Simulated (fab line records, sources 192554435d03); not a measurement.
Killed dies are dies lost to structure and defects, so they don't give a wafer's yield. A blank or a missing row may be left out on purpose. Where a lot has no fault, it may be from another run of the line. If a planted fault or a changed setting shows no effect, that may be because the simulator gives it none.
A lot that was struck, set against a sound lot | flow n5 finfet | 20 out of 1938 route steps
Sound: wafers L500.1, L500.3, L500.4. The struck wafers were L512.1, L512.4, L512.6. The cause is named last.
Per side, at each step with rows, come the tool, then ch with its chambers, and then its first start. Under that, the readings that differ: sound wafers | struck wafers | difference of the means | sigmas: that difference in standard deviations of wafers without a fault.
alike: a reading whose means differ by less than 2 such deviations, as well as words and numbers matching on both sides. not compared: withheld readings; readings where some wafer has no value; bounds like >300 that might hide an equal value; numbers whose values overlap and for which the record gives no deviation.
A row with sigmas, a row that says differs or no value, or rows on one side alone: a step with any of these is where the two part. Numbers that don't overlap but have no deviation are shown without sigmas and don't part them. A reading missing from all wafers of one side parts the sides only when that side holds two or more wafers.

N5_BEOL_M14_ETCH_59: etches BARC in N2/H2, target depth 89 nm, overetch 26.7 nm, time 67.9 s.
  sound on rie diel-01 ch 0,1,3, day 11 14:55; struck on rie diel-01 ch 0,2, day 15 04:29
  alike: bias w, drypump motor current A, oes product au, rf fwd power W, rf vpp V, showerhead plenum p Torr, throttle valve pct
  not compared: rf hours counter h
N5_BEOL_M14_VIA_ETCH_16: etches SiO2 in C4F8/O2/Ar, target depth 1231.3 nm.
  sound on rie diel-01 ch 0,1,3, day 11 14:58; struck on rie diel-01 ch 0,2, day 15 04:33
  alike: bias w, drypump motor current A, oes product au, rf fwd power W, rf vpp V, showerhead plenum p Torr, throttle valve pct
N5_BEOL_M14_STRIP_63: strips in O2.
  sound: rie diel-01 ch 0,1,3; struck: rie diel-01 ch 0,2
  reading             | sound             | struck            | difference | sigmas
  o2 flow sccm (sccm) | 223.5 224.4 224.5 | 225.1 226.2 225.1 | +1.3       | +2
  alike: drypump motor current A, oes product au, rf vpp V, showerhead plenum p Torr, throttle valve pct
  not compared: rf hours counter h
N5_BEOL_M14_STRIP_64: strips in O2.
  sound: rie diel-01 ch 0,1,3; struck: rie diel-01 ch 0,2
  alike: drypump motor current A, o2 flow sccm, oes product au, rf vpp V, showerhead plenum p Torr, throttle valve pct
  not compared: rf hours counter h
then, 2 steps without rows for these wafers: N5_BEOL_M14_STRIP_71 (strips in post etch residue remover, time 60 s); N5_BEOL_M14_SRD_72 (time 30 s, dry time 30 s).
N5_BEOL_M14_CD_MEAS_17: the cd target is 250 nm.
  struck on cd sem-02, day 15 04:53; sound on cd sem-02, day 11 15:19
  reading    | sound             | struck            | difference | sigmas
  cd nm (nm) | 247.4 249.4 247.6 | 253.7 251.8 255.1 | +5.4       | +2
then, 5 steps without rows for these wafers: N5_BEOL_M14_COAT_65 (time 60 s, resist thk 450 nm); N5_BEOL_M14_COAT_66 (time 60 s, resist thk 110 nm); N5_BEOL_M14_COAT_22 (resist thk 300 nm); N5_BEOL_M14_EBR_24; N5_BEOL_M14_SOFTBAKE_23 (time 60 s).
N5_BEOL_M14_EXPOSE_25: exposes mask M14, target cd 280 nm.
  sound on krf scanner-02 ch 0, day 11 15:35; struck on krf scanner-02 ch 0, day 15 05:10
  reading                          | sound    | struck         | difference | sigmas
  model.BEOL_M14.overlay x nm (nm) | -2 -2 -2 | 33.8 33.8 33.8 | +35.8      |
  alike: mask
then, 3 steps without rows for these wafers: N5_BEOL_M14_PEB_26 (peb time 90 s); N5_BEOL_M14_DEVELOP_27 (develop time 45 s); N5_BEOL_M14_HARDBAKE_32 (time 120 s).
N5_BEOL_M14_CD_MEAS_28: the cd target is 284.4 nm.
  sound on cd sem-02 ch 0, day 11 15:46; struck on cd sem-01 ch 0, day 15 05:21
  alike: cd nm
N5_BEOL_M14_OVL_MEAS_29:
  sound on overlay-01 ch 0, day 11 15:47; struck on overlay-01 ch 0, day 15 05:23
  reading      | sound   | struck   | difference | sigmas
  M14_OVL (nm) | 2 -5 -5 | 25 31 37 | +34        | +6
N5_BEOL_M14_INSPECT_30: inspects for defects (macro).
  struck on defect inspect-01, day 15 05:24; sound on defect inspect-02, day 11 15:49
  alike: raw defect count
N5_PASSIVATION_PROBE_49:
  struck on prober-01, day 16 05:10; sound on prober-02, day 12 21:14
  alike: defect limited yield, killed_at_M0_to_M3, killed_at_M4_up, killed at contacts, killed at front end, killed at other, killed dies, killed open, killed short, sort_bin_5_function, sort_bin_6_memory, sort n pass, sort yield pct

## WHERE THEY PART
First at N5_BEOL_M14_STRIP_63; last, within this record, at N5_BEOL_M14_OVL_MEAS_29. Later steps at which nothing parts them and some readings are alike: N5_BEOL_M14_INSPECT_30, N5_PASSIVATION_PROBE_49.

WHY: whatever the simulator had introduced
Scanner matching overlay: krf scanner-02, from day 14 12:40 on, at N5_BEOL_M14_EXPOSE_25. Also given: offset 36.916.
